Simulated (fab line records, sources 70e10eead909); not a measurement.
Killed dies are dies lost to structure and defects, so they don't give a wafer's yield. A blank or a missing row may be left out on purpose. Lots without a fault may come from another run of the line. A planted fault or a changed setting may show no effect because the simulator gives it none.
fab line records | flow nand_harc
record lots=7 wafers=21 last_day=32
route steps=1302 shown A_SOURCE_PLATE@423 A_ONON_D1@424
lots that met no fault: from a run of the same line without faults
start_h: hours from the record's first day to the start of the lot's first wafer shown | wait_h: hours since the lot's step before | " the same as in the row above | L1.1+2: a row that stands for several wafers | - no value, or no start given | * or withheld: withheld | < > ~ a bound
route shown NAME@n: a module of which the file shows steps, and the number in the route of the first | usual: mean/standard deviation of fault-free wafers | same: alike in all rows | chamber/n: place in a boat | sites: the reading at each site | _std_site: their standard deviation | _edge_site: outer sites' mean less inner sites' | radius_mm: how far each site lies from the wafer's centre | mask NAME#n: copy n | behind: the tool/chamber that last shaped the wafer | hold: why the lot was held/for how many hours/how that ended | device: the transistor (n, p or np) that didn't switch | end of line: the same wafers' tests at the end of the route | a step without rows: its recipe alone | killed: dies lost to structure and defects at the first sort, not the wafer's yield | map: a wafer's dies, x killed, . not, _ none there
set.NAME: the setting as run; set.NAME@STEP: as run at that earlier step | model.NAME: the simulator's own value behind a step, which no gauge read
lots at some steps of the route; a table a step, a row a wafer
services: from which hour (start_h, from the record's first day; less than 0 if before it) a tool's chamber was out of use, for how many hours, and why
## steps
# step NHARC_A_SOURCE_PLATE_INSPECT_08
# usual raw_defect_count=57/22
# columns lot.wafer tool chamber start_h wait_h raw_defect_count
L711.1 defect_inspect-01 - 211.79 0.0 74
L711.2 " - " " 42
L711.4 " - " " 44
L715.2 defect_inspect-02 - 251.82 0.0 47
L715.3 " - " " 45
L715.6 " - " " 35
L716.1 defect_inspect-02 - 260.99 0.0 36
L716.2 " - " " 57
L716.5 " - " " 30
L717.1 defect_inspect-02 - 270.17 0.1 77
L717.2 " - " " 40
L717.4 " - " " 49
L721.1 defect_inspect-01 - 317.54 0.0 37
L721.2 " - " " 41
L721.3 " - " " 60
L723.1 defect_inspect-01 - 331.11 0.0 127
L723.4 " - " " 55
L723.6 " - " " 99
L728.1 defect_inspect-02 - 383.84 0.0 78
L728.4 " - " " 61
L728.6 " - " " 54
# step NHARC_A_ONON_D1_DEP_00
# recipe target_thk_a=10000 n2_flow_sccm=2750 n2o_flow_sccm=2000 nh3_flow_sccm=500 sih4_flow_sccm=210 temp_c=400
# step NHARC_A_ONON_D1_THK_MEAS_02
# recipe thk_meas_gauge=ellipsometry
# usual thk_nm=1001/10
# columns lot.wafer tool chamber start_h wait_h thk_nm
L711.1 film_metro-01 - 212.37 - 1015
L711.2 " - " " 1016
L711.4 " - " " 1015
L715.2 film_metro-02 - 252.39 - 995
L715.3 " - " " 995
L715.6 " - " " 994
L716.1 film_metro-01 - 261.57 - 979
L716.2 " - " " 980
L716.5 " - " " 982
L717.1 film_metro-02 - 270.75 - 1003
L717.2 " - " " 1004
L717.4 " - " " 1006
L721.1 film_metro-01 - 318.11 - 1010
L721.2 " - " " 1011
L721.3 " - " " 1012
L723.1 film_metro-02 - 331.68 - 986
L723.4 " - " " 986
L723.6 " - " " 987
L728.1 film_metro-01 - 384.41 - 993
L728.4 " - " " 992
L728.6 " - " " 993
# step NHARC_A_ONON_D1_DEP_03
# recipe target_thk_a=10000 n2_flow_sccm=2750 n2o_flow_sccm=2000 nh3_flow_sccm=500 sih4_flow_sccm=210 temp_c=400
# step NHARC_A_ONON_D1_THK_MEAS_05
# recipe thk_meas_gauge=ellipsometry
# usual thk_nm=1003/11
# columns lot.wafer tool chamber start_h wait_h thk_nm
L711.1 film_metro-02 - 212.93 - 1004
L711.2 " - " " 1005
L711.4 " - " " 1005
L715.2 film_metro-01 - 252.96 - 1004
L715.3 " - " " 1006
L715.6 " - " " 1003
L716.1 film_metro-02 - 262.14 - 990
L716.2 " - " " 988
L716.5 " - " " 990
L717.1 film_metro-01 - 271.32 - 1010
L717.2 " - " " 1012
L717.4 " - " " 1010
L721.1 film_metro-01 - 318.68 - 988
L721.2 " - " " 988
L721.3 " - " " 987
L723.1 film_metro-02 - 332.25 - 987
L723.4 " - " " 986
L723.6 " - " " 985
L728.1 film_metro-01 - 384.97 - 1000
L728.4 " - " " 999
L728.6 " - " " 998
# step NHARC_A_ONON_D1_DEP_06
# recipe target_thk_a=10000 n2_flow_sccm=2750 n2o_flow_sccm=2000 nh3_flow_sccm=500 sih4_flow_sccm=210 temp_c=400
# step NHARC_A_ONON_D1_THK_MEAS_08
# recipe thk_meas_gauge=ellipsometry
# usual thk_nm=999/10
# columns lot.wafer tool chamber start_h wait_h thk_nm
L711.1 film_metro-01 - 213.51 - 1013
L711.2 " - " " 1010
L711.4 " - " " 1012
L715.2 film_metro-02 - 253.53 - 998
L715.3 " - " " 997
L715.6 " - " " 997
L716.1 film_metro-02 - 262.71 - 1005
L716.2 " - " " 1005
L716.5 " - " " 1006
L717.1 film_metro-01 - 271.88 - 982
L717.2 " - " " 984
L717.4 " - " " 983
L721.1 film_metro-02 - 319.25 - 1017
L721.2 " - " " 1018
L721.3 " - " " 1017
L723.1 film_metro-02 - 332.82 - 993
L723.4 " - " " 993
L723.6 " - " " 994
L728.1 film_metro-01 - 385.54 - 1013
L728.4 " - " " 1014
L728.6 " - " " 1015
# step NHARC_A_ONON_D1_DEP_09
# recipe target_thk_a=10000 n2_flow_sccm=2750 n2o_flow_sccm=2000 nh3_flow_sccm=500 sih4_flow_sccm=210 temp_c=400
# step NHARC_A_ONON_D1_THK_MEAS_11
# recipe thk_meas_gauge=ellipsometry
# usual thk_nm=999/11
# columns lot.wafer tool chamber start_h wait_h thk_nm
L711.1 film_metro-02 - 214.07 - 999
L711.2 " - " " 1000
L711.4 " - " " 998
L715.2 film_metro-02 - 254.09 - 996
L715.3 " - " " 996
L715.6 " - " " 994
L716.1 film_metro-02 - 263.28 - 989
L716.2 " - " " 988
L716.5 " - " " 989
L717.1 film_metro-01 - 272.45 - 1005
L717.2 " - " " 1004
L717.4 " - " " 1005
L721.1 film_metro-01 - 319.81 - 994
L721.2 " - " " 996
L721.3 " - " " 994
L723.1 film_metro-02 - 333.39 - 999
L723.4 " - " " 998
L723.6 " - " " 995
L728.1 film_metro-01 - 386.11 - 1009
L728.4 " - " " 1010
L728.6 " - " " 1009
# step NHARC_A_ONON_D1_DEP_12
# recipe target_thk_a=10000 n2_flow_sccm=2750 n2o_flow_sccm=2000 nh3_flow_sccm=500 sih4_flow_sccm=210 temp_c=400
# step NHARC_A_ONON_D1_THK_MEAS_14
# recipe thk_meas_gauge=ellipsometry
# usual thk_nm=998/11
# columns lot.wafer tool chamber start_h wait_h thk_nm
L711.1 film_metro-02 - 214.64 - 997
L711.2 " - " " 996
L711.4 " - " " 999
L715.2 film_metro-02 - 254.66 - 983
L715.3 " - " " 985
L715.6 " - " " 983
L716.1 film_metro-01 - 263.85 - 988
L716.2 " - " " 987
L716.5 " - " " 986
L717.1 film_metro-02 - 273.01 - 1001
L717.2 " - " " 1001
L717.4 " - " " 1002
L721.1 film_metro-02 - 320.37 - 997
L721.2 " - " " 1000
L721.3 " - " " 999
L723.1 film_metro-01 - 333.95 - 992
L723.4 " - " " 995
L723.6 " - " " 994
L728.1 film_metro-01 - 386.67 - 989
L728.4 " - " " 990
L728.6 " - " " 994
# step NHARC_A_ONON_D1_ANNEAL_15
# recipe temp_c=750 time_s=3600
# usual run_length_s=3618/4.7 spike_tc_bottom_C=771.2/2.2 zone_power_upper_pct=11.0/0.78
# columns lot.wafer tool chamber start_h wait_h run_length_s spike_tc_bottom_C zone_power_upper_pct
L711.1 furnace-08 0 218.15 3.5 3613 768.6 11.0
L711.2 " 0 " " 3613 771.8 11.1
L711.4 " 0 " " 3613 772.4 10.8
L715.2 furnace-08 - 258.05 3.4 - - -
L715.3 " - " " - - -
L715.6 " - " " - - -
L716.1 furnace-08 - 267.24 3.4 - - -
L716.2 " - " " - - -
L716.5 " - " " - - -
L717.1 furnace-08 - 276.40 3.4 - - -
L717.2 " - " " - - -
L717.4 " - " " - - -
L721.1 furnace-08 0 324.08 3.7 3623 774.1 11.0
L721.2 " 0 " " 3623 772.5 11.0
L721.3 " 0 " " 3623 772.6 11.0
L723.1 furnace-07 0 337.63 3.7 3615 768.4 12.8
L723.4 " 0 " " 3615 767.7 12.9
L723.6 " 0 " " 3615 769.5 13.0
L728.1 furnace-08 0 392.86 6.2 3615 772.4 10.8
L728.4 " 0 " " 3615 772.9 10.8
L728.6 " 0 " " 3615 772.3 11.2
## services
# columns tool chamber start_h hours kind
furnace-07 - 236.87 9.3 repair
furnace-08 - 386.19 1.3 repair
furnace-07 - 387.92 26.0 pm
## key
first_sign step=NHARC_A_ONON_D1_ANNEAL_15 reading=tool_record direction=missing
effect none on later readings
met_at NHARC_A_ONON_D1_ANNEAL_15
struck_wafers L715.2,L715.3,L715.6,L716.1,L716.2,L716.5,L717.1,L717.2,L717.4
later_rows_left_out L715.2,L715.3,L715.6,L716.1,L716.2,L716.5,L717.1,L717.2,L717.4
sort_left_out L715.2,L715.3,L715.6,L716.1,L716.2,L716.5,L717.1,L717.2,L717.4
tester_left_out L715,L716,L717
onset_between 218.15 258.05
fault kind=skipped_step_whole tool=furnace-08 chamber=- onset_h=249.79 steps=NHARC_A_ONON_D1_ANNEAL_15 scope=struck_lots_only
# tester_left_out: of these lots the tester's yield and bins aren't shown, on N5 and GAA mostly nor the transistor test; their killed dies are dies lost to structure and defects alone, not to doping, threshold or leakage, so they don't give the yield
# sort_left_out: the simulated sort isn't trusted on such a fault, so these wafers' sort isn't shown, and their yield isn't known
# later_rows_left_out: the simulator's readings of these wafers behind a module that went badly wrong aren't trusted and aren't shown, but for the sort
